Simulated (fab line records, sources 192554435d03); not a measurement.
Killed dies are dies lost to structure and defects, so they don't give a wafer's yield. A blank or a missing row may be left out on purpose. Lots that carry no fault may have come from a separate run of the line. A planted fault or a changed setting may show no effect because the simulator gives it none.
fab line records + flow n5Finfet
[record]
- lots = 15
- wafers = 45
- lastDay = 19
route steps=1938 shown HKMG_FIN@420
lots with no fault: from the same line, run without faults
startH: start of the lot's first displayed wafer, in hours after the record's first day + waitH: time in hours since the lot's previous step + " unchanged from the row above + L1.1+2: a single row standing in for several wafers + - no value, or no start given + * or withheld: withheld + < > ~ a bound
route shown NAME@n: a module of which the file shows steps, and the number in the route of the first + usual: mean and standard deviation over wafers with no fault + same: alike in all rows + chamber/n: place in a boat + sites: each site's reading + _std_site: the values' standard deviation + _edge_site: the outer-site mean with the inner-site mean subtracted + radiusMm: how far each site lies from the wafer's centre + mask NAME#n: copy n + behind: the tool/chamber that last shaped the wafer + hold: the reason the lot was held/the length of the hold in hours/how it ended + device: whichever transistor did not switch (one of n, p or np) + end of line: the same wafers' tests at the end of the route + a step with no rows: only its recipe + killed: the dies lost at the first sort to structure and to defects; this is not the yield of the wafer + map: a wafer's dies, marking killed ones x, the rest . and places with no die _
set.NAME: the setting the step ran with; set.NAME@STEP: the setting that earlier step ran with + model.NAME: the simulator's own value behind a step, which no gauge read
the route's steps for a sample of lots (tables are steps, rows are wafers)
services: a tool's chamber out of use, with start hour (startH, from the record's first day; less than 0 if before it), hours out, and reason
[[steps]]
[step N5_HKMG_FIN_THK_MEAS_70]
[recipe]
- thkMeasGauge = xrf
- reads = HfO2_of_HKMG_FIN_HK_ALD_01
[usual]
- HK_THK = 1.603/0.019
| lot.wafer | tool         | chamber | startH | waitH | HK_THK[nm] |
|-----------|--------------|---------|--------|-------|------------|
| L287.3    | filmMetro-02 | -       | 89.25  | 0.2   | 1.638      |
| L287.4    | "            | -       | "      | "     | 1.576      |
| L287.6    | "            | -       | "      | "     | 1.621      |
| L289.2    | filmMetro-01 | -       | 97.15  | 0.2   | 1.599      |
| L289.3    | "            | -       | "      | "     | 1.596      |
| L289.6    | "            | -       | "      | "     | 1.574      |
| L288.4    | filmMetro-01 | -       | 100.70 | 0.2   | 1.585      |
| L288.5    | "            | -       | "      | "     | 1.589      |
| L288.6    | "            | -       | "      | "     | 1.595      |
| L291.2    | filmMetro-02 | -       | 112.46 | 0.2   | 1.617      |
| L291.4    | "            | -       | "      | "     | 1.649      |
| L291.5    | "            | -       | "      | "     | 1.635      |
| L290.1    | filmMetro-01 | -       | 113.10 | 0.2   | 1.596      |
| L290.4    | "            | -       | "      | "     | 1.620      |
| L290.6    | "            | -       | "      | "     | 1.601      |
| L294.2    | filmMetro-02 | -       | 125.99 | 0.2   | 1.631      |
| L294.3    | "            | -       | "      | "     | 1.594      |
| L294.6    | "            | -       | "      | "     | 1.612      |
| L296.1    | filmMetro-01 | -       | 142.70 | 0.2   | 1.594      |
| L296.4    | "            | -       | "      | "     | 1.593      |
| L296.6    | "            | -       | "      | "     | 1.597      |
| L299.2    | filmMetro-01 | -       | 163.00 | 0.2   | 1.583      |
| L299.3    | "            | -       | "      | "     | 1.590      |
| L299.6    | "            | -       | "      | "     | 1.604      |
| L300.2    | filmMetro-02 | -       | 170.81 | 0.2   | 1.650      |
| L300.3    | "            | -       | "      | "     | 1.593      |
| L300.5    | "            | -       | "      | "     | 1.608      |
| L301.2    | filmMetro-01 | -       | 171.94 | 0.2   | 1.597      |
| L301.4    | "            | -       | "      | "     | 1.609      |
| L301.6    | "            | -       | "      | "     | 1.569      |
| L302.2    | filmMetro-01 | -       | 175.51 | 0.2   | 1.601      |
| L302.5    | "            | -       | "      | "     | 1.582      |
| L302.6    | "            | -       | "      | "     | 1.608      |
| L304.2    | filmMetro-02 | -       | 192.86 | 0.2   | 1.580      |
| L304.4    | "            | -       | "      | "     | 1.611      |
| L304.6    | "            | -       | "      | "     | 1.575      |
| L306.2    | filmMetro-02 | -       | 203.02 | 0.2   | 1.626      |
| L306.5    | "            | -       | "      | "     | 1.587      |
| L306.6    | "            | -       | "      | "     | 1.567      |
| L307.2    | filmMetro-02 | -       | 208.09 | 0.2   | 1.620      |
| L307.5    | "            | -       | "      | "     | 1.609      |
| L307.6    | "            | -       | "      | "     | 1.655      |
| L308.1    | filmMetro-02 | -       | 212.48 | 0.2   | 1.585      |
| L308.5    | "            | -       | "      | "     | 1.617      |
| L308.6    | "            | -       | "      | "     | 1.625      |
[step N5_HKMG_FIN_EXPOSE_09]
[recipe]
- maskId = NWFM
- na = 1.35
- sourceShape = conventional
- sigmaOuter = 0.8
- polarization = unpolarized
- doseMj = 39.25
[usual]
- exposureDoseMJCm2 = 39.22/0.035
- focusOffsetNm = 0.2/0.51
| lot.wafer | tool           | chamber | startH | waitH | mask   | exposureDoseMJCm2 | focusOffsetNm |
|-----------|----------------|---------|--------|-------|--------|-------------------|---------------|
| L287.3    | arfiScanner-01 | 0       | 90.01  | -     | NWFM#0 | 39.21             | 1.1           |
| L287.4    | "              | 0       | "      | "     | NWFM#0 | 39.19             | 0.1           |
| L287.6    | "              | 0       | "      | "     | NWFM#0 | 39.22             | -0.2          |
| L289.2    | arfiScanner-02 | 0       | 97.90  | -     | NWFM#0 | 39.19             | -0.9          |
| L289.3    | "              | 0       | "      | "     | NWFM#0 | 39.21             | 0.2           |
| L289.6    | "              | 0       | "      | "     | NWFM#0 | 39.22             | -0.3          |
| L288.4    | arfiScanner-02 | 0       | 101.34 | -     | NWFM#0 | 39.23             | 0.0           |
| L288.5    | "              | 0       | "      | "     | NWFM#0 | 39.19             | -0.2          |
| L288.6    | "              | 0       | "      | "     | NWFM#0 | 39.25             | -0.2          |
| L291.2    | arfiScanner-02 | 0       | 113.09 | -     | NWFM#0 | 39.21             | 0.1           |
| L291.4    | "              | 0       | "      | "     | NWFM#0 | 39.23             | -0.4          |
| L291.5    | "              | 0       | "      | "     | NWFM#0 | 39.20             | 0.3           |
| L290.1    | arfiScanner-02 | 0       | 113.73 | -     | NWFM#0 | 39.24             | 0.3           |
| L290.4    | "              | 0       | "      | "     | NWFM#0 | 39.23             | -0.2          |
| L290.6    | "              | 0       | "      | "     | NWFM#0 | 39.27             | 0.2           |
| L294.2    | arfiScanner-01 | 0       | 126.75 | -     | NWFM#0 | 39.18             | 0.3           |
| L294.3    | "              | 0       | "      | "     | NWFM#0 | 39.20             | -0.6          |
| L294.6    | "              | 0       | "      | "     | NWFM#0 | 39.21             | 0.8           |
| L296.1    | arfiScanner-02 | 0       | 143.45 | -     | NWFM#0 | 39.19             | 1.2           |
| L296.4    | "              | 0       | "      | "     | NWFM#0 | 39.24             | 0.3           |
| L296.6    | "              | 0       | "      | "     | NWFM#0 | 39.25             | 0.6           |
| L299.2    | arfiScanner-03 | -       | 163.76 | -     | NWFM#0 | -                 | -             |
| L299.3    | "              | -       | "      | "     | NWFM#0 | -                 | -             |
| L299.6    | "              | -       | "      | "     | NWFM#0 | -                 | -             |
| L300.2    | arfiScanner-01 | -       | 171.57 | -     | NWFM#0 | -                 | -             |
| L300.3    | "              | -       | "      | "     | NWFM#0 | -                 | -             |
| L300.5    | "              | -       | "      | "     | NWFM#0 | -                 | -             |
| L301.2    | arfiScanner-03 | -       | 172.69 | -     | NWFM#0 | -                 | -             |
| L301.4    | "              | -       | "      | "     | NWFM#0 | -                 | -             |
| L301.6    | "              | -       | "      | "     | NWFM#0 | -                 | -             |
| L302.2    | arfiScanner-01 | 0       | 176.27 | -     | NWFM#0 | 39.20             | 0.5           |
| L302.5    | "              | 0       | "      | "     | NWFM#0 | 39.24             | -0.1          |
| L302.6    | "              | 0       | "      | "     | NWFM#0 | 39.17             | -0.2          |
| L304.2    | arfiScanner-01 | 0       | 193.62 | -     | NWFM#0 | 39.23             | 0.8           |
| L304.4    | "              | 0       | "      | "     | NWFM#0 | 39.24             | 1.2           |
| L304.6    | "              | 0       | "      | "     | NWFM#0 | 39.28             | 0.2           |
| L306.2    | arfiScanner-03 | 0       | 203.78 | -     | NWFM#0 | 39.21             | 0.2           |
| L306.5    | "              | 0       | "      | "     | NWFM#0 | 39.27             | 0.3           |
| L306.6    | "              | 0       | "      | "     | NWFM#0 | 39.23             | 0.1           |
| L307.2    | arfiScanner-01 | 0       | 208.84 | -     | NWFM#0 | 39.17             | 0.3           |
| L307.5    | "              | 0       | "      | "     | NWFM#0 | 39.17             | -1.3          |
| L307.6    | "              | 0       | "      | "     | NWFM#0 | 39.20             | -0.4          |
| L308.1    | arfiScanner-01 | 0       | 213.99 | -     | NWFM#0 | 39.21             | 0.6           |
| L308.5    | "              | 0       | "      | "     | NWFM#0 | 39.18             | 0.9           |
| L308.6    | "              | 0       | "      | "     | NWFM#0 | 39.19             | 0.6           |
[step N5_HKMG_FIN_STRIP_34]
[recipe]
- chemistry = CF4
- resist = SiARC
- powerW = 300
- biasPowerW = 75
- pressureMtorr = 50
- cf4FlowSccm = 150
- rfFrequencyHz = 6e+07
[usual]
- biasPowerW = 74.97/0.22
- drypumpMotorCurrentA = 5.9/0.51
- oesProductAu = 0.80/0.075
- rfVppV = 270.9/1.5
- showerheadPlenumPTorr = 1.78/0.063
- throttleValvePct = 13.54/0.26
| lot.wafer | tool       | chamber | startH | waitH | biasPowerW | drypumpMotorCurrentA | oesProductAu | rfHoursCounterH | rfVppV | showerheadPlenumPTorr | throttleValvePct |
|-----------|------------|---------|--------|-------|------------|----------------------|--------------|-----------------|--------|-----------------------|------------------|
| L287.3    | rieDiel-03 | 2       | 90.60  | 0.0   | 74.60      | 6.7                  | 0.88         | 24              | 272.3  | 1.83                  | 13.55            |
| L287.4    | "          | 0       | "      | "     | 74.90      | 6.0                  | 0.87         | 37              | 271.0  | 1.76                  | 13.50            |
| L287.6    | "          | 1       | "      | "     | 74.78      | 6.5                  | 0.93         | -               | 271.4  | 1.83                  | 13.24            |
| L289.2    | rieDiel-01 | 0       | 98.42  | 0.0   | 75.11      | 6.2                  | 0.80         | 116             | 270.0  | 1.74                  | 13.62            |
| L289.3    | "          | 3       | "      | "     | 74.96      | 5.1                  | 0.77         | 135             | 269.3  | 1.65                  | 13.40            |
| L289.6    | "          | 1       | "      | "     | 74.93      | 6.5                  | 0.87         | -               | 270.1  | 1.77                  | 13.15            |
| L288.4    | rieDiel-01 | 0       | 102.36 | 0.0   | 74.98      | 6.2                  | 0.80         | 118             | 269.8  | 1.74                  | 13.65            |
| L288.5    | "          | 2       | "      | "     | 75.00      | 5.4                  | 0.73         | -               | 270.1  | 1.85                  | 13.68            |
| L288.6    | "          | 3       | "      | "     | 74.77      | 5.1                  | 0.78         | -               | 267.5  | 1.65                  | 13.40            |
| L291.2    | rieDiel-05 | 1       | 113.58 | 0.0   | 75.26      | 6.2                  | 0.68         | 249             | 271.0  | 1.77                  | 13.90            |
| L291.4    | "          | 3       | "      | "     | 74.48      | 5.5                  | 0.66         | -               | 271.5  | 1.77                  | 13.71            |
| L291.5    | "          | 1       | "      | "     | 74.97      | 6.2                  | 0.68         | -               | 271.0  | 1.77                  | 13.90            |
| L290.1    | rieDiel-05 | 0       | 114.36 | 0.0   | 74.75      | 5.3                  | 0.88         | 28              | 272.5  | 1.84                  | 13.41            |
| L290.4    | "          | 3       | "      | "     | 75.05      | 5.5                  | 0.66         | -               | 270.4  | 1.77                  | 13.74            |
| L290.6    | "          | 0       | "      | "     | 74.96      | 5.4                  | 0.87         | -               | 271.8  | 1.84                  | 13.39            |
| L294.2    | rieDiel-01 | 0       | 127.24 | 0.0   | 75.33      | 6.2                  | 0.79         | 126             | 271.0  | 1.73                  | 13.67            |
| L294.3    | "          | 1       | "      | "     | 74.86      | 6.5                  | 0.85         | 32              | 270.2  | 1.77                  | 13.19            |
| L294.6    | "          | 2       | "      | "     | 74.79      | 5.4                  | 0.72         | -               | 271.8  | 1.84                  | 13.70            |
| L296.1    | rieDiel-03 | 1       | 143.94 | 0.0   | 75.07      | 6.5                  | 0.87         | 30              | 271.4  | 1.83                  | 13.30            |
| L296.4    | "          | 0       | "      | "     | 74.84      | 6.0                  | 0.84         | 58              | 269.3  | 1.76                  | 13.56            |
| L296.6    | "          | 2       | "      | "     | 75.12      | 6.7                  | 0.84         | -               | 271.3  | 1.82                  | 13.60            |
| L299.2    | rieDiel-01 | 2       | 164.28 | 0.0   | 75.09      | 5.4                  | 0.71         | 200             | 272.8  | 1.84                  | 13.69            |
| L299.3    | "          | 1       | "      | "     | 74.80      | 6.4                  | 0.83         | 45              | 270.0  | 1.76                  | 13.23            |
| L299.6    | "          | 1       | "      | "     | 75.19      | 6.4                  | 0.83         | -               | 270.3  | 1.76                  | 13.22            |
| L300.2    | rieDiel-01 | 3       | 172.17 | 0.0   | 74.78      | 5.1                  | 0.76         | 161             | 268.4  | 1.65                  | 13.44            |
| L300.3    | "          | 2       | "      | "     | 74.51      | 5.4                  | 0.71         | 203             | 272.6  | 1.84                  | 13.73            |
| L300.5    | "          | 3       | "      | "     | 75.04      | 5.2                  | 0.75         | -               | 267.8  | 1.65                  | 13.46            |
| L301.2    | rieDiel-01 | 0       | 173.18 | 0.0   | 75.03      | 6.2                  | 0.78         | 142             | 271.1  | 1.73                  | 13.69            |
| L301.4    | "          | 2       | "      | "     | 75.19      | 5.4                  | 0.70         | 203             | 272.4  | 1.84                  | 13.73            |
| L301.6    | "          | 1       | "      | "     | 75.08      | 6.4                  | 0.83         | -               | 271.6  | 1.76                  | 13.19            |
| L302.2    | rieDiel-05 | 1       | 176.95 | 0.0   | 74.62      | 6.1                  | 0.91         | 18              | 270.7  | 1.76                  | 13.36            |
| L302.5    | "          | 3       | "      | "     | 75.16      | 5.5                  | 0.94         | -               | 270.2  | 1.77                  | 13.13            |
| L302.6    | "          | 2       | "      | "     | 74.93      | 5.6                  | 0.74         | -               | 273.1  | 1.87                  | 13.83            |
| L304.2    | rieDiel-03 | 0       | 194.17 | 0.0   | 74.79      | 6.0                  | 0.82         | 77              | 270.5  | 1.75                  | 13.61            |
| L304.4    | "          | 2       | "      | "     | 75.27      | 6.7                  | 0.83         | 63              | 271.2  | 1.82                  | 13.64            |
| L304.6    | "          | 3       | "      | "     | 74.65      | 5.6                  | 0.68         | -               | 273.1  | 1.84                  | 14.15            |
| L306.2    | rieDiel-05 | 2       | 204.27 | 0.0   | 74.88      | 5.6                  | 0.73         | 202             | 273.4  | 1.87                  | 13.86            |
| L306.5    | "          | 0       | "      | "     | 74.88      | 5.4                  | 0.82         | -               | 272.0  | 1.83                  | 13.48            |
| L306.6    | "          | 3       | "      | "     | 74.66      | 5.5                  | 0.91         | -               | 269.5  | 1.77                  | 13.17            |
| L307.2    | rieDiel-05 | 1       | 209.33 | 0.0   | 74.64      | 6.1                  | 0.90         | 29              | 271.6  | 1.76                  | 13.39            |
| L307.5    | "          | 2       | "      | "     | 75.35      | 5.6                  | 0.72         | -               | 271.7  | 1.87                  | 13.84            |
| L307.6    | "          | 3       | "      | "     | 74.81      | 5.6                  | 0.90         | -               | 270.5  | 1.77                  | 13.19            |
| L308.1    | rieDiel-05 | 3       | 214.48 | 0.0   | 75.24      | 5.6                  | 0.90         | 17              | 269.3  | 1.76                  | 13.16            |
| L308.5    | "          | 0       | "      | "     | 74.87      | 5.4                  | 0.82         | -               | 273.9  | 1.83                  | 13.49            |
| L308.6    | "          | 1       | "      | "     | 75.08      | 6.2                  | 0.89         | -               | 271.2  | 1.76                  | 13.39            |
[step N5_HKMG_FIN_STRIP_92]
[recipe]
- chemistry = N2/H2
- material = SOC
- timeS = 20
- powerW = 500
- tempC = 40
- pressureMtorr = 50
- rfFrequencyHz = 6e+07
- biasPowerW = 8
- h2Frac = 0.5
- n2FlowSccm = 300
- h2FlowSccm = 300
[usual]
- biasPowerW = 7.997/0.022
- drypumpMotorCurrentA = 5.9/0.51
- oesProductAu = 0.81/0.081
- rfVppV = 54.1/0.88
- showerheadPlenumPTorr = 3.33/0.12
- throttleValvePct = 18.9/0.33
| lot.wafer | tool       | chamber | startH | waitH | biasPowerW | drypumpMotorCurrentA | oesProductAu | rfHoursCounterH | rfVppV | showerheadPlenumPTorr | throttleValvePct |
|-----------|------------|---------|--------|-------|------------|----------------------|--------------|-----------------|--------|-----------------------|------------------|
| L287.3    | rieDiel-03 | 2       | 90.76  | 0.1   | 7.998      | 6.7                  | 0.91         | 24              | 55.5   | 3.42                  | 18.8             |
| L287.4    | "          | 0       | "      | "     | 7.988      | 6.0                  | 0.86         | 37              | 54.4   | 3.29                  | 19.5             |
| L287.6    | "          | 1       | "      | "     | 7.976      | 6.5                  | 0.93         | -               | 54.1   | 3.44                  | 18.7             |
| L289.2    | rieDiel-01 | 0       | 98.59  | 0.1   | 7.979      | 6.2                  | 0.79         | 116             | 53.5   | 3.23                  | 18.7             |
| L289.3    | "          | 3       | "      | "     | 8.004      | 5.1                  | 0.78         | 135             | 54.5   | 3.09                  | 18.4             |
| L289.6    | "          | 1       | "      | "     | 8.008      | 6.5                  | 0.89         | -               | 53.7   | 3.32                  | 18.8             |
| L288.4    | rieDiel-01 | 0       | 102.53 | 0.1   | 8.044      | 6.2                  | 0.79         | 118             | 53.8   | 3.23                  | 18.7             |
| L288.5    | "          | 2       | "      | "     | 8.015      | 5.4                  | 0.73         | -               | 54.3   | 3.48                  | 19.1             |
| L288.6    | "          | 3       | "      | "     | 7.978      | 5.2                  | 0.79         | -               | 53.4   | 3.09                  | 18.4             |
| L291.2    | rieDiel-05 | 1       | 113.75 | 0.1   | 7.989      | 6.2                  | 0.67         | 249             | 54.1   | 3.29                  | 19.1             |
| L291.4    | "          | 3       | "      | "     | 8.022      | 5.6                  | 0.67         | -               | 51.7   | 3.29                  | 18.9             |
| L291.5    | "          | 1       | "      | "     | 8.013      | 6.2                  | 0.69         | -               | 56.0   | 3.29                  | 19.1             |
| L290.1    | rieDiel-05 | 0       | 114.53 | 0.1   | 7.989      | 5.4                  | 0.90         | 28              | 52.8   | 3.42                  | 18.9             |
| L290.4    | "          | 3       | "      | "     | 7.957      | 5.6                  | 0.68         | -               | 54.2   | 3.29                  | 18.9             |
| L290.6    | "          | 0       | "      | "     | 7.976      | 5.3                  | 0.90         | -               | 54.8   | 3.42                  | 18.9             |
| L294.2    | rieDiel-01 | 0       | 127.41 | 0.1   | 7.956      | 6.2                  | 0.79         | 126             | 53.3   | 3.23                  | 18.8             |
| L294.3    | "          | 1       | "      | "     | 7.997      | 6.5                  | 0.88         | 32              | 53.9   | 3.31                  | 18.8             |
| L294.6    | "          | 2       | "      | "     | 8.042      | 5.4                  | 0.72         | -               | 55.6   | 3.47                  | 19.1             |
| L296.1    | rieDiel-03 | 1       | 144.11 | 0.1   | 8.028      | 6.5                  | 0.89         | 30              | 55.2   | 3.42                  | 18.7             |
| L296.4    | "          | 0       | "      | "     | 8.034      | 6.0                  | 0.84         | 58              | 52.5   | 3.28                  | 19.6             |
| L296.6    | "          | 2       | "      | "     | 8.026      | 6.7                  | 0.87         | -               | 54.1   | 3.41                  | 18.8             |
| L299.2    | rieDiel-01 | 2       | 164.45 | 0.1   | 8.027      | 5.4                  | 0.70         | 200             | 54.3   | 3.46                  | 19.1             |
| L299.3    | "          | 1       | "      | "     | 8.033      | 6.5                  | 0.86         | 46              | 55.1   | 3.30                  | 18.8             |
| L299.6    | "          | 1       | "      | "     | 8.019      | 6.5                  | 0.86         | -               | 53.6   | 3.30                  | 18.8             |
| L300.2    | rieDiel-01 | 3       | 172.34 | 0.1   | 7.969      | 5.1                  | 0.76         | 161             | 54.0   | 3.07                  | 18.5             |
| L300.3    | "          | 2       | "      | "     | 7.977      | 5.4                  | 0.71         | 203             | 55.0   | 3.46                  | 19.1             |
| L300.5    | "          | 3       | "      | "     | 7.936      | 5.2                  | 0.77         | -               | 53.6   | 3.07                  | 18.5             |
| L301.2    | rieDiel-01 | 0       | 173.35 | 0.1   | 7.990      | 6.2                  | 0.76         | 143             | 53.7   | 3.22                  | 18.8             |
| L301.4    | "          | 2       | "      | "     | 8.021      | 5.4                  | 0.71         | 203             | 56.0   | 3.46                  | 19.1             |
| L301.6    | "          | 1       | "      | "     | 8.004      | 6.5                  | 0.85         | -               | 53.4   | 3.30                  | 18.8             |
| L302.2    | rieDiel-05 | 1       | 177.11 | 0.1   | 8.021      | 6.2                  | 0.93         | 18              | 54.4   | 3.28                  | 18.7             |
| L302.5    | "          | 3       | "      | "     | 7.976      | 5.5                  | 0.95         | -               | 54.4   | 3.28                  | 18.4             |
| L302.6    | "          | 2       | "      | "     | 7.999      | 5.6                  | 0.77         | -               | 54.2   | 3.48                  | 19.2             |
| L304.2    | rieDiel-03 | 0       | 194.34 | 0.1   | 8.006      | 6.0                  | 0.83         | 77              | 54.2   | 3.27                  | 19.6             |
| L304.4    | "          | 2       | "      | "     | 7.975      | 6.7                  | 0.86         | 63              | 54.7   | 3.40                  | 18.8             |
| L304.6    | "          | 3       | "      | "     | 7.991      | 5.6                  | 0.69         | -               | 54.1   | 3.45                  | 19.6             |
| L306.2    | rieDiel-05 | 2       | 204.43 | 0.1   | 8.004      | 5.6                  | 0.76         | 202             | 54.2   | 3.48                  | 19.2             |
| L306.5    | "          | 0       | "      | "     | 7.988      | 5.4                  | 0.83         | -               | 54.3   | 3.40                  | 19.0             |
| L306.6    | "          | 3       | "      | "     | 7.959      | 5.6                  | 0.92         | -               | 53.1   | 3.28                  | 18.5             |
| L307.2    | rieDiel-05 | 1       | 209.50 | 0.1   | 8.004      | 6.2                  | 0.90         | 29              | 53.6   | 3.27                  | 18.7             |
| L307.5    | "          | 2       | "      | "     | 7.986      | 5.6                  | 0.74         | -               | 53.1   | 3.48                  | 19.2             |
| L307.6    | "          | 3       | "      | "     | 7.995      | 5.6                  | 0.92         | -               | 53.4   | 3.28                  | 18.5             |
| L308.1    | rieDiel-05 | 3       | 214.65 | 0.1   | 8.001      | 5.6                  | 0.91         | 17              | 54.8   | 3.28                  | 18.5             |
| L308.5    | "          | 0       | "      | "     | 8.015      | 5.4                  | 0.83         | -               | 53.3   | 3.40                  | 19.0             |
| L308.6    | "          | 1       | "      | "     | 7.999      | 6.2                  | 0.90         | -               | 54.6   | 3.27                  | 18.7             |
[[services]]
| tool           | chamber | startH | hours | kind                        |
|----------------|---------|--------|-------|-----------------------------|
| arfiScanner-02 | -       | 73.06  | 3.0   | pm                          |
| arfiScanner-01 | -       | 76.30  | 3.0   | pm                          |
| rieDiel-05     | 1       | 84.10  | 21.9  | repair                      |
| arfiScanner-01 | -       | 91.20  | 1.0   | pm                          |
| arfiScanner-01 | 0       | 93.30  | -     | calibration                 |
| arfiScanner-03 | -       | 96.25  | 0.8   | pm                          |
| rieDiel-05     | 3       | 96.30  | 1.8   | repair                      |
| rieDiel-05     | 2       | 100.11 | 16.3  | repair                      |
| rieDiel-05     | 1       | 116.46 | -     | clean                       |
| rieDiel-05     | 1       | 116.46 | -     | consumableReplace:focusRing |
| rieDiel-05     | 3       | 119.45 | 6.4   | repair                      |
| arfiScanner-01 | -       | 122.31 | 1.0   | pm                          |
| arfiScanner-02 | -       | 123.86 | 1.3   | pm                          |
| arfiScanner-03 | -       | 131.84 | 1.3   | pm                          |
| rieDiel-05     | 3       | 134.83 | -     | clean                       |
| rieDiel-05     | 3       | 134.83 | -     | consumableReplace:focusRing |
| rieDiel-05     | 3       | 134.83 | 29.9  | scheduledDown               |
| rieDiel-05     | 3       | 134.83 | 29.9  | ventCycle                   |
| arfiScanner-03 | -       | 145.15 | 3.9   | pm                          |
| arfiScanner-02 | -       | 149.35 | 0.8   | pm                          |
| arfiScanner-01 | -       | 156.64 | 0.8   | pm                          |
| rieDiel-03     | 2       | 157.49 | 2.7   | repair                      |
| arfiScanner-03 | -       | 168.65 | 1.0   | pm                          |
| arfiScanner-01 | -       | 189.57 | 1.3   | pm                          |
[[key]]
[firstSign]
- step = N5_HKMG_FIN_EXPOSE_09
- reading = toolRecord
- direction = missing
effect none on later readings
metAt N5_HKMG_FIN_EXPOSE_09
struckLots L299,L300,L301
laterRowsLeftOut L299.2,L299.3,L299.6,L300.2,L300.3,L300.5,L301.2,L301.4,L301.6
sortLeftOut L299.2,L299.3,L299.6,L300.2,L300.3,L300.5,L301.2,L301.4,L301.6
notActingAt N5_HKMG_FIN_THK_MEAS_70,N5_HKMG_FIN_STRIP_34,N5_HKMG_FIN_STRIP_92
onsetBetween 126.75 163.76
[fault]
- kind = skippedStepWhole
- tool = arfiScanner-01,arfiScanner-03
- chamber = -
- onsetH = 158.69
- steps = N5_HKMG_FIN_EXPOSE_09
- scope = struckLotsOnly
// sortLeftOut: the simulated sort isn't trusted on such a fault, so these wafers' sort isn't shown, and their yield isn't known
// laterRowsLeftOut: the simulator's readings of these wafers behind a module that went badly wrong aren't trusted and aren't shown, but for the sort
